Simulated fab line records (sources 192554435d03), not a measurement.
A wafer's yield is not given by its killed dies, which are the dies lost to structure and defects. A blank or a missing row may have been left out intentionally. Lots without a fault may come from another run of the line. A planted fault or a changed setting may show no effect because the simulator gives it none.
Chamber matching    flow n5 finfet    4 sister chambers for N5_SPACER0_ALD_00 on ald sin-01
The step deposits SiOCN, target thk 3.5 nm, pulse time 3 s, purge time 2 s. 14 wafers are shown with their chamber, then 7 later ones without.

## WAFERS PAIRED WITH THEIR CHAMBERS
wafer   chamber  heater power w (W)  precursor pulse height rel
L074.1  1        884                 0.981
L074.5  2        860                 0.981
L074.6  1        859                 0.988
L077.1  0        924                 1.016
L077.4  1        901                 0.995
L077.5  0        917                 0.991
L079.2  3        831                 0.989
L079.3  2        849                 1.000
L079.6  2        849                 0.992
L080.3  2        862                 1.007
L080.5  1        884                 1.032
L080.6  0        911                 0.966
L081.1  3        825                 0.973
L081.3  0        929                 0.986

SIGNATURES, as means of the wafers listed above
reading                     chamber 0  chamber 1  chamber 2  chamber 3  scatter within a chamber
heater power w              920.25     882.00     855.00     828.00     11.2
precursor pulse height rel  0.98975    0.99900    0.99500    0.98100    0.0182
Rule: for a wafer and a chamber, the distance is found by dividing, reading by reading, the gap between the wafer's reading and the chamber's mean by the reading's scatter, squaring, summing and taking the root. The wafer belongs to the nearest chamber; if the next one is less than 2 further off, it can't be placed. The scatter: take each reading less its chamber's mean, square it, sum over the shown wafers, divide by the number of wafers less the number of chambers, and take the root.

## WAFERS WITH NO CHAMBER GIVEN
wafer   heater power w (W)  precursor pulse height rel
L081.6  927                 1.033
L084.2  894                 1.010
L084.4  932                 0.981
L084.5  851                 0.987
L093.3  849                 1.030
L093.4  846                 1.012
L093.6  949                 0.988

## CHAMBER TAKEN BY EACH
wafer   from the rows above           in truth
L081.6  can't be placed: 0 or 1       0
L084.2  can't be placed: 1 or 0       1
L084.4  0                             0
L084.5  can't be placed: 2 or 3       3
L093.3  can't be placed: 2 or 3 or 1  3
L093.4  can't be placed: 2 or 3       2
L093.6  0                             0
Correct placement for 2 of the 7. Cannot be placed on the basis of these rows: 5; the candidates contain the true chamber in 5. 0 placed wrongly.
